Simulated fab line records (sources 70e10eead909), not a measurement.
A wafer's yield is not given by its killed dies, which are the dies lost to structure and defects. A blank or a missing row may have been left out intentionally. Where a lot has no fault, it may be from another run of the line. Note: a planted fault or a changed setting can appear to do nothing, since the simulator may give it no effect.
fab line records    flow nandHarc
record lots=13  wafers=38  lastDay=33
route steps=1302 shown A_CHANNEL_FILL_D1@496 A_DECK1_JOINT@527 A_ONON_D2@545 END@1302
lots that met no fault: from a run of the same line without faults
startH: the number of hours between the record's first day and the start of the first shown wafer of the lot    waitH: hours since the lot's step before    " repeats the value in the row above    L1.1+2: a single row standing in for several wafers    - no value present, or no start provided    * or withheld: withheld    < > ~ a bound
route shown NAME@n: NAME is a module with steps in the file, n the number in the route of the first one    usual: the fault-free wafers' mean and standard deviation    same: alike in all rows    chamber/n: place in a boat    sites: each site's reading    _std_site: standard deviation of those values    _edge_site: inner sites' mean taken away from outer sites' mean    radiusMm: how far each site lies from the wafer's centre    mask NAME#n: copy n    behind: the last tool/chamber to shape the wafer    hold: cause of the lot's hold/its duration in hours/its outcome    device: transistor that didn't switch, given as n, p or np    end of line: at the end of the route, the tests of the same wafers    where a step has no rows: the recipe by itself    killed: the dies lost at the first sort to structure and to defects; this is not the yield of the wafer    map: a wafer's dies, x killed, . not, _ none there
set.NAME: the setting the step ran with; set.NAME@STEP: the setting that earlier step ran with    model.NAME: the simulator's own value behind a step, which no gauge read
route steps across a sampled set of lots; one table per step, one row per wafer
services: when a tool's chamber went out of use (startH, in hours from the record's first day, below 0 if earlier), for how many hours, and the reason
## steps
# step NHARC_A_CHANNEL_FILL_D1_ALD_16
# recipe targetThkA=15  pulseTimeS=10  aldCycles=15  tempC=300  material=SiO2
# usual heaterPowerW=468/29  precursorPulseHeightRel=1.001/0.021
lot.wafer  tool      chamber  startH  waitH  heaterPowerW  precursorPulseHeightRel
L359.2     aldHk-02  0        221.81  0.2    508           0.976
L359.4     "         1        "       "      497           1.011
L359.6     "         3        "       "      474           0.967
L360.4     aldHk-02  2        230.86  0.0    434           0.973
L360.3     "         1        "       "      488           1.016
L362.2     aldHk-02  3        245.60  0.1    458           1.029
L362.4     "         1        "       "      490           0.989
L362.6     "         2        "       "      439           1.020
L364.1     aldHk-03  2        277.91  0.1    466           1.028
L364.6     "         1        "       "      434           1.001
L364.5     "         2        "       "      461           0.998
L372.2     aldHk-02  0        343.61  0.1    500           1.032
L372.3     "         1        "       "      496           0.987
L372.6     "         2        "       "      427           0.988
L374.2     aldHk-04  0        366.18  0.0    421           0.986
L374.3     "         2        "       "      474           0.988
L374.4     "         3        "       "      531           1.013
L373.4     aldHk-03  0        366.20  0.1    512           1.013
L373.1     "         1        "       "      436           1.016
L373.5     "         0        "       "      513           0.979
L375.4     aldHk-04  2        387.82  0.0    499           1.005
L375.6     "         2        "       "      473           1.033
L375.5     "         3        "       "      516           1.012
L376.3     aldHk-02  1        393.74  1.7    465           0.987
L376.2     "         2        "       "      446           1.028
L376.6     "         0        "       "      503           0.973
L377.4     aldHk-02  0        400.49  0.3    502           1.014
L377.1     "         1        "       "      464           1.034
L377.5     "         3        "       "      479           1.045
L378.3     aldHk-04  0        412.17  0.0    431           0.985
L378.4     "         2        "       "      481           0.969
L378.1     "         3        "       "      533           1.023
L379.1     aldHk-03  2        425.30  0.1    473           1.042
L379.3     "         3        "       "      485           0.982
L379.6     "         2        "       "      464           0.994
L380.4     aldHk-03  2        434.14  0.0    479           0.977
L380.2     "         3        "       "      477           1.023
L380.5     "         2        "       "      461           0.997
# step NHARC_A_DECK1_JOINT_CMP_13
# recipe targetThkNm=51.023
# usual motorCurrentA=11.9/1.2  retainingRingPressureFrac=1.000/0.0048  timeToEndpointS=9.0/2.8
lot.wafer  tool    chamber  startH  waitH  motorCurrentA  retainingRingPressureFrac  timeToEndpointS
L359.4     cmp-01  0        271.39  0.4    11.0           1.003                      6.5
L359.2     "       1        "       "      14.4           0.999                      8.9
L359.6     "       1        "       "      14.7           1.008                      10.5
L360.4     cmp-04  0        285.88  0.4    11.9           1.005                      12.6
L360.3     "       1        "       "      11.6           1.000                      14.2
L362.4     cmp-02  0        294.71  0.4    10.6           0.992                      5.2
L362.2     "       1        "       "      12.7           1.004                      2.6
L362.6     "       1        "       "      12.8           1.000                      5.3
L364.1     cmp-04  2        328.39  0.4    10.3           1.007                      8.5
L364.5     "       0        "       "      12.6           1.006                      8.9
L364.6     "       1        "       "      12.6           1.000                      12.8
L372.2     cmp-01  2        389.23  0.4    12.2           1.004                      10.5
L372.3     "       3        "       "      11.1           1.002                      4.3
L372.6     "       2        "       "      11.8           1.003                      11.0
L374.3     cmp-02  2        412.02  0.4    11.6           1.004                      14.2
L374.4     "       3        "       "      11.8           0.994                      9.2
L374.2     "       0        "       "      11.6           0.993                      10.3
L373.4     cmp-01  1        412.04  0.4    15.0           1.000                      11.1
L373.1     "       2        "       "      12.3           1.005                      13.2
L373.5     "       0        "       "      10.6           0.994                      7.3
L375.4     cmp-02  0        433.70  0.4    10.6           0.993                      6.4
L375.5     "       2        "       "      11.4           1.003                      10.2
L375.6     "       3        "       "      12.2           1.002                      7.5
L376.3     cmp-04  0        440.91  0.4    12.2           0.996                      9.9
L376.2     "       1        "       "      11.7           1.006                      14.4
L376.6     "       0        "       "      12.0           1.005                      7.9
L377.4     cmp-04  1        446.46  0.4    11.8           0.996                      13.5
L377.1     "       2        "       "      10.1           0.998                      6.3
L377.5     "       3        "       "      12.0           1.005                      9.3
L378.4     cmp-01  1        458.44  0.4    15.1           0.993                      8.4
L378.1     "       2        "       "      11.9           1.001                      5.5
L378.3     "       3        "       "      10.8           0.992                      4.2
L379.3     cmp-04  2        470.96  0.4    10.5           1.002                      10.3
L379.1     "       1        "       "      11.9           1.003                      12.6
L379.6     "       3        "       "      12.3           1.008                      10.2
L380.2     cmp-04  2        480.32  0.4    10.4           1.000                      10.6
L380.4     "       3        "       "      12.0           1.011                      9.9
L380.5     "       0        "       "      12.3           1.007                      11.6
# step NHARC_A_DECK1_JOINT_ETCHBACK_00
# recipe targetDepthA=300  timeS=17.4  hbrFlowSccm=150  rfW=350  icpW=350  biasW=60  chemistry=HBr
# usual drypumpMotorCurrentA=5.8/0.32  oesProductAu=1.000/0.011  throttleValvePct=23.265/0.0096
lot.wafer  tool      chamber  startH  waitH  drypumpMotorCurrentA  oesProductAu  rfHoursCounterH  throttleValvePct
L359.4     rieSi-03  3        271.80  0.1    5.4                   0.999         0.2              23.262
L359.2     "         0        "       "      6.3                   0.995         0.2              23.255
L359.6     "         1        "       "      5.9                   0.999         -                23.270
L360.3     rieSi-01  3        286.29  0.1    5.6                   0.996         0.6              23.264
L360.4     "         0        "       "      5.5                   1.023         0.6              23.265
L362.4     rieSi-01  3        295.12  0.1    5.6                   0.991         0.6              23.266
L362.2     "         0        "       "      5.5                   1.010         0.6              23.278
L362.6     "         2        "       "      6.2                   1.020         -                23.265
L364.1     rieSi-03  2        328.73  0.1    6.0                   0.998         0.5              23.278
L364.5     "         1        "       "      6.0                   0.997         -                23.246
L364.6     "         2        "       "      6.0                   1.005         -                23.273
L372.3     rieSi-03  3        389.59  0.1    5.4                   1.011         0.9              23.269
L372.2     "         2        "       "      6.0                   0.994         1.0              23.273
L372.6     "         3        "       "      5.4                   1.011         -                23.266
L374.2     rieSi-01  2        412.37  0.1    6.2                   1.014         0.4              23.264
L374.3     "         0        "       "      5.6                   1.010         0.2              23.279
L374.4     "         1        "       "      6.0                   1.008         0.3              23.275
L373.4     rieSi-05  2        412.39  0.1    5.8                   0.980         0.6              23.257
L373.1     "         3        "       "      5.4                   0.979         0.6              23.243
L373.5     "         1        "       "      5.6                   1.001         -                23.259
L375.4     rieSi-03  3        434.06  0.1    5.4                   1.010         0.2              23.268
L375.6     "         1        "       "      6.0                   0.991         -                23.283
L375.5     "         2        "       "      6.0                   0.994         -                23.266
L376.3     rieSi-01  2        441.31  0.1    6.2                   1.019         0.6              23.272
L376.2     "         3        "       "      5.6                   0.999         0.4              23.263
L376.6     "         2        "       "      6.2                   1.013         -                23.247
L377.1     rieSi-03  1        446.80  0.1    6.0                   0.991         0.2              23.276
L377.4     "         3        "       "      5.4                   1.007         0.2              23.264
L377.5     "         1        "       "      6.0                   0.988         -                23.269
L378.1     rieSi-03  2        458.79  0.1    6.0                   0.989         0.3              23.258
L378.3     "         3        "       "      5.4                   1.017         0.3              23.245
L378.4     "         0        "       "      6.3                   0.999         0.3              23.282
L379.3     rieSi-03  1        471.37  0.1    6.0                   0.994         0.3              23.280
L379.1     "         2        "       "      6.0                   0.985         0.4              23.262
L379.6     "         3        "       "      5.4                   1.010         -                23.277
L380.2     rieSi-05  2        480.66  0.1    5.8                   0.992         1.0              23.255
L380.4     "         3        "       "      5.4                   0.995         1.1              23.249
L380.5     "         3        "       "      5.4                   0.983         -                23.270
# step NHARC_A_ONON_D2_DEP_00
# recipe targetThkA=10000  n2FlowSccm=2750  n2oFlowSccm=2000  nh3FlowSccm=500  sih4FlowSccm=210  tempC=400
lot.wafer   tool          chamber  startH  waitH
L359.2+4+6  pecvdOnon-01  0        295.68  0.1
L360.3+4    pecvdOnon-01  0        313.18  0.2
L362.2+4+6  pecvdOnon-01  0        322.30  0.1
L364.1+5+6  pecvdOnon-01  0        352.66  0.1
L372.2+3+6  pecvdOnon-01  0        417.23  0.1
L373.1+4+5  pecvdOnon-01  0        440.86  0.1
L374.2+3+4  pecvdOnon-04  0        440.93  0.1
L375.4+5+6  pecvdOnon-02  0        460.91  0.2
L376.2+3+6  pecvdOnon-01  0        468.65  0.1
L377.1+4+5  pecvdOnon-01  0        476.81  0.1
L378.1+3+4  pecvdOnon-02  0        486.32  0.1
L379.1+3+6  pecvdOnon-01  0        495.18  0.1
L380.2+4+5  pecvdOnon-01  0        504.50  0.1
# step NHARC_A_ONON_D2_THK_MEAS_02
# recipe thkMeasGauge=ellipsometry
# usual thkNm=1001/7.9
lot.wafer  tool          chamber  startH  waitH  thkNm
L359.2     filmMetro-02  -        296.14  -      1011
L359.4     "             -        "       "      1013
L359.6     "             -        "       "      1010
L360.3     filmMetro-02  -        313.57  -      1005
L360.4     "             -        "       "      621
L362.2     filmMetro-01  -        322.75  -      1004
L362.4     "             -        "       "      623
L362.6     "             -        "       "      1005
L364.1     filmMetro-02  -        353.18  -      1008
L364.5     "             -        "       "      622
L364.6     "             -        "       "      1006
L372.2     filmMetro-01  -        417.68  -      997
L372.3     "             -        "       "      994
L372.6     "             -        "       "      995
L373.1     filmMetro-01  -        441.37  -      985
L373.4     "             -        "       "      986
L373.5     "             -        "       "      986
L374.2     filmMetro-02  -        441.38  -      1020
L374.3     "             -        "       "      1019
L374.4     "             -        "       "      1019
L375.4     filmMetro-01  -        461.25  -      990
L375.5     "             -        "       "      991
L375.6     "             -        "       "      990
L376.2     filmMetro-02  -        469.10  -      1002
L376.3     "             -        "       "      1001
L376.6     "             -        "       "      1002
L377.1     filmMetro-01  -        477.32  -      986
L377.4     "             -        "       "      986
L377.5     "             -        "       "      986
L378.1     filmMetro-01  -        486.82  -      999
L378.3     "             -        "       "      1000
L378.4     "             -        "       "      1000
L379.1     filmMetro-02  -        495.69  -      998
L379.3     "             -        "       "      998
L379.6     "             -        "       "      998
L380.2     filmMetro-02  -        504.95  -      1005
L380.4     "             -        "       "      1006
L380.5     "             -        "       "      1003
# step NHARC_END_SORT_01
# recipe tempC=25
# usual killedAtArray=55/20  killedAtOther=1.2/1.3  killedAtPeriphery=4.0/3  killedDies=60/21  killedOpen=3.2/1.9  killedShort=2.5/1.6
# same grossDies=677
lot.wafer  tool       chamber  startH  waitH  killedAtArray  killedAtOther  killedAtPeriphery  killedDies  killedOpen  killedShort
L360.3     prober-02  0        590.33  3.1    31             1              5                  37          5           3
L360.4     prober-02  0        591.14  3.4    673            0              4                  677         7           5
L362.2     prober-02  0        606.74  2.8    61             4              1                  66          4           5
L362.4     prober-02  0        608.32  3.4    676            1              0                  677         6           0
L362.6     prober-02  0        609.90  4.0    55             2              3                  60          4           2
L364.1     prober-02  0        630.21  2.5    84             1              0                  85          5           3
L364.5     prober-02  0        633.46  3.8    673            0              4                  677         4           2
L364.6     prober-02  0        634.27  4.1    75             5              4                  84          1           5
# killed by level:class
L360.3 A_CHANNEL_HOLE_D2:chamberFilmFlake=16 A_SLIT:chamberFilmFlake=3 A_CHANNEL_FILL_D2:geometricParticle:short=2 P_GATE:chamberFilmFlake=2 P_M1:chamberFilmFlake=2 P_M0:geometricParticle:short=1 A_CHANNEL_FILL_D1:geometricParticle:open=1 A_DECK1_JOINT:geometricParticle:open=1
L360.4 A_ONON_D2:areaDep=650 A_CHANNEL_HOLE_D2:chamberFilmFlake=7 A_CHANNEL_HOLE_D1:chamberFilmFlake=4 A_CHANNEL_FILL_D1:geometricParticle:short=2 P_M1:chamberFilmFlake=2 P_CONTACT:geometricParticle:open=1 P_M0:geometricParticle:open=1 A_ONON_D1:geometricParticle:open=1
L362.2 A_CHANNEL_HOLE_D1:chamberFilmFlake=35 A_CHANNEL_HOLE_D2:chamberFilmFlake=11 THIN_TSV:chamberFilmFlake=4 A_ONON_D1:geometricParticle:short=2 A_CHANNEL_FILL_D1:chamberFilmFlake=2 A_CONTACT:chamberFilmFlake=2 A_M1:chamberFilmFlake=2 P_CONTACT:geometricParticle:open=1
L362.4 A_ONON_D2:areaDep=624 A_CHANNEL_HOLE_D1:chamberFilmFlake=27 A_CHANNEL_HOLE_D2:chamberFilmFlake=11 A_BLC:geometricParticle:open=2 A_M0:geometricParticle:open=2 A_CHANNEL_FILL_D1:chamberFilmFlake=2 A_CHANNEL_FILL_D2:geometricParticle:open=1 A_SGD_CUT:geometricParticle:open=1
L362.6 A_CHANNEL_HOLE_D1:chamberFilmFlake=31 A_CHANNEL_HOLE_D2:chamberFilmFlake=17 A_SLIT:chamberFilmFlake=2 THIN_TSV:chamberFilmFlake=2 P_GATE:geometricParticle:open=1 P_M1:geometricParticle:open=1 A_SGD_CUT:geometricParticle:open=1 A_WL_FILL:geometricParticle:short=1
L364.1 A_CHANNEL_HOLE_D2:chamberFilmFlake=35 A_SLIT:chamberFilmFlake=20 A_SGD_CUT:chamberFilmFlake=11 A_CHANNEL_HOLE_D1:chamberFilmFlake=5 A_CONTACT:chamberFilmFlake=4 A_SOURCE_PLATE:geometricParticle:open=1 A_ONON_D1:geometricParticle:open=1 A_CHANNEL_FILL_D2:geometricParticle:open=1
L364.5 A_ONON_D2:areaDep=611 A_SLIT:chamberFilmFlake=27 A_CHANNEL_HOLE_D2:chamberFilmFlake=23 A_SGD_CUT:chamberFilmFlake=6 P_M1:chamberFilmFlake=2 P_M0:geometricParticle:short=1 A_SOURCE_PLATE:geometricParticle:short=1 A_ONON_D2:geometricParticle:open=1
L364.6 A_CHANNEL_HOLE_D2:chamberFilmFlake=31 A_SLIT:chamberFilmFlake=27 A_SGD_CUT:chamberFilmFlake=6 THIN_TSV:chamberFilmFlake=5 P_M1:chamberFilmFlake=4 A_ONON_D2:geometricParticle:short=2 A_CHANNEL_FILL_D2:geometricParticle:short=2 A_CHANNEL_HOLE_D1:chamberFilmFlake=2
## services
tool          chamber  startH  hours  kind
cmp-04        -        209.02  4.0    pm
aldHk-03      -        213.73  10.0   pm
rieSi-03      -        221.00  9.0    pm
aldHk-03      -        243.82  0.2    repair
pecvdOnon-01  -        261.95  1.3    repair
pecvdOnon-01  -        269.00  13.0   pm
cmp-01        -        276.02  3.8    repair
cmp-01        -        283.50  4.0    pm
cmp-04        -        307.02  4.0    pm
rieSi-03      3        341.47  2.5    repair
aldHk-02      -        351.14  10.0   pm
cmp-01        -        356.69  3.4    repair
cmp-04        -        388.07  2.9    repair
rieSi-03      -        398.00  9.0    pm
cmp-04        -        405.02  4.0    pm
cmp-04        -        411.66  1.2    repair
rieSi-03      -        436.48  0.5    repair
aldHk-02      -        440.40  2.7    repair
pecvdOnon-01  -        450.00  13.0   pm
cmp-04        -        475.63  4.0    repair
pecvdOnon-01  -        484.97  2.6    repair
rieSi-03      -        491.30  1.1    repair
cmp-04        -        499.14  0.3    repair
cmp-04        -        503.12  4.0    pm
## key
firstSign step=NHARC_A_ONON_D2_THK_MEAS_02  reading=thkNm  direction=down  sigmas=48  usual=1001  struck=622
effect step=NHARC_END_SORT_01  reading=killedAtArray  direction=up  sigmas=30  usual=55  struck=674
moreKillsBornAt NHARC_A_ONON_D2_DEP_00@pecvdOnon-01=1885
metAt NHARC_A_ONON_D2_DEP_00
struckLots L360,L362,L364
struckWafers L360.4,L362.4,L364.5
laterRowsLeftOut L360.4,L362.4,L364.5
testerLeftOut L360,L362,L364
notActingAt NHARC_A_CHANNEL_FILL_D1_ALD_16,NHARC_A_DECK1_JOINT_CMP_13,NHARC_A_DECK1_JOINT_ETCHBACK_00
onsetBetween 295.68 313.18
fault kind=processParameterDrift  tool=pecvdOnon-01  chamber=-  onsetH=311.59  steps=NHARC_A_ONON_D2_DEP_00  channel=targetThkA  offset=*  shape=step  endH=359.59  scope=struckWafersOnly  actsIn=*  stated=*
# testerLeftOut: of these lots the tester's yield and bins aren't shown, on N5 and GAA mostly nor the transistor test; their killed dies are dies lost to structure and defects alone, not to doping, threshold or leakage, so they don't give the yield
# laterRowsLeftOut: the simulator's readings of these wafers behind a module that went badly wrong aren't trusted and aren't shown, but for the sort
